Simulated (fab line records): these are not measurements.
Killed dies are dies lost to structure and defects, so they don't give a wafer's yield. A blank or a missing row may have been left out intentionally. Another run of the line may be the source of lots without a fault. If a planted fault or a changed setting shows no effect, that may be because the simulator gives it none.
Matching of chambers :: flow nand-harc :: NHARC_A_STAIRCASE_ALD_420 on ald-hk-03 has 4 sister chambers
The step deposits SiO2, target thk 20 nm, pulse time 6 s, ald cycles 200. 8 wafers are shown with their chamber, then 8 later ones without.

WAFERS WITH THEIR CHAMBER
wafer: L080.3
chamber: 2
heater-power-w (W): 535
precursor-pulse-height-rel: 1.003

wafer: L085.2
chamber: 2
heater-power-w (W): 520
precursor-pulse-height-rel: 0.970

wafer: L084.2
chamber: 0
heater-power-w (W): 498
precursor-pulse-height-rel: 0.955

wafer: L084.5
chamber: 3
heater-power-w (W): 445
precursor-pulse-height-rel: 0.989

wafer: L086.3
chamber: 1
heater-power-w (W): 560
precursor-pulse-height-rel: 1.004

wafer: L086.5
chamber: 0
heater-power-w (W): 493
precursor-pulse-height-rel: 1.000

wafer: L086.6
chamber: 1
heater-power-w (W): 578
precursor-pulse-height-rel: 0.987

wafer: L090.1
chamber: 3
heater-power-w (W): 441
precursor-pulse-height-rel: 1.013

WAFERS WITH NO CHAMBER GIVEN
wafer: L090.3
heater-power-w (W): 573
precursor-pulse-height-rel: 1.028

wafer: L090.5
heater-power-w (W): 577
precursor-pulse-height-rel: 0.993

wafer: L092.1
heater-power-w (W): 493
precursor-pulse-height-rel: 1.015

wafer: L092.2
heater-power-w (W): 479
precursor-pulse-height-rel: 1.002

wafer: L092.3
heater-power-w (W): 502
precursor-pulse-height-rel: 1.012

wafer: L096.1
heater-power-w (W): 460
precursor-pulse-height-rel: 0.982

wafer: L096.2
heater-power-w (W): 490
precursor-pulse-height-rel: 0.976

wafer: L096.6
heater-power-w (W): 481
precursor-pulse-height-rel: 1.001

CHAMBER TAKEN BY EACH
wafer: L090.3
from the rows above: 1
in truth: 1

wafer: L090.5
from the rows above: 1
in truth: 1

wafer: L092.1
from the rows above: 0
in truth: 0

wafer: L092.2
from the rows above: can't be placed: 0 or 3
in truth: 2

wafer: L092.3
from the rows above: can't be placed: 0 or 2
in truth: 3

wafer: L096.1
from the rows above: can't be placed: 3 or 0
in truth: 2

wafer: L096.2
from the rows above: 0
in truth: 0

wafer: L096.6
from the rows above: 0
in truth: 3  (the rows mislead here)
4 of 8 placed correctly. Unplaceable from these rows: 3, with the true chamber sitting among the candidates in 0. 1 placed wrongly.
How it was worked out, from the rows above alone: a wafer's distance from a chamber is the root of the sum, over the readings, of the square of ((its reading less the chamber's mean) divided by the reading's scatter). The wafer belongs to the nearest chamber; if the next one is less than 2 further off, it can't be placed. The mean given for a chamber averages the wafers shown for that chamber. How the scatter is found: for the shown wafers, subtract from each reading the mean of its chamber, square and add these, divide the total by (wafers less chambers), then take the root.
